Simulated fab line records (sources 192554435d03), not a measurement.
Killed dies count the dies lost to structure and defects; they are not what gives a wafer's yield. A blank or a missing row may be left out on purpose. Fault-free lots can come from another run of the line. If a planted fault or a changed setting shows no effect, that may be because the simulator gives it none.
Matching of chambers ; flow n5_finfet ; rie_diel-02 running N5_WELL_APT_DESCUM_30: 4 sister chambers
The step chemistry O2, time 7.9 s. 8 wafers are shown with their chamber, then 11 later ones without.

## WAFERS WITH THEIR CHAMBER
wafer;chamber;showerhead_plenum_p_Torr (Torr);drypump_motor_current_A (A)
L083.5;0;1.98;5.5
L086.4;0;1.98;5.5
L088.2;1;2.17;6.5
L088.3;2;2.21;6.2
L089.1;3;2.02;5.9
L089.2;2;2.21;6.1
L089.4;1;2.16;6.5
L090.1;3;2.02;5.9

## WAFERS MISSING THEIR CHAMBER
wafer;showerhead_plenum_p_Torr (Torr);drypump_motor_current_A (A)
L090.2;2.21;6.1
L090.3;1.97;5.5
L092.4;2.21;6.1
L092.5;2.16;6.5
L092.6;1.97;5.5
L094.1;2.21;6.1
L094.2;1.97;5.5
L094.3;2.02;5.9
L095.1;2.21;6.1
L095.2;1.97;5.5
L095.3;2.16;6.5

## EACH ONE'S CHAMBER
wafer;from the rows above;in truth
L090.2;2;2
L090.3;0;0
L092.4;2;2
L092.5;1;1
L092.6;0;0
L094.1;2;2
L094.2;0;0
L094.3;3;3
L095.1;2;2
L095.2;0;0
L095.3;1;1
11 of 11 placed correctly. From these rows, 0 cannot be placed. Wrongly placed: 0.
How it was worked out, from the rows above alone: a wafer's distance from a chamber is the root of the sum, over the readings, of the square of ((its reading less the chamber's mean) divided by the reading's scatter). The wafer belongs to the nearest chamber; if the next one is less than 2 further off, it can't be placed. The mean given for a chamber averages the wafers shown for that chamber. How the scatter is found: for the shown wafers, subtract from each reading the mean of its chamber, square and add these, divide the total by (wafers less chambers), then take the root.
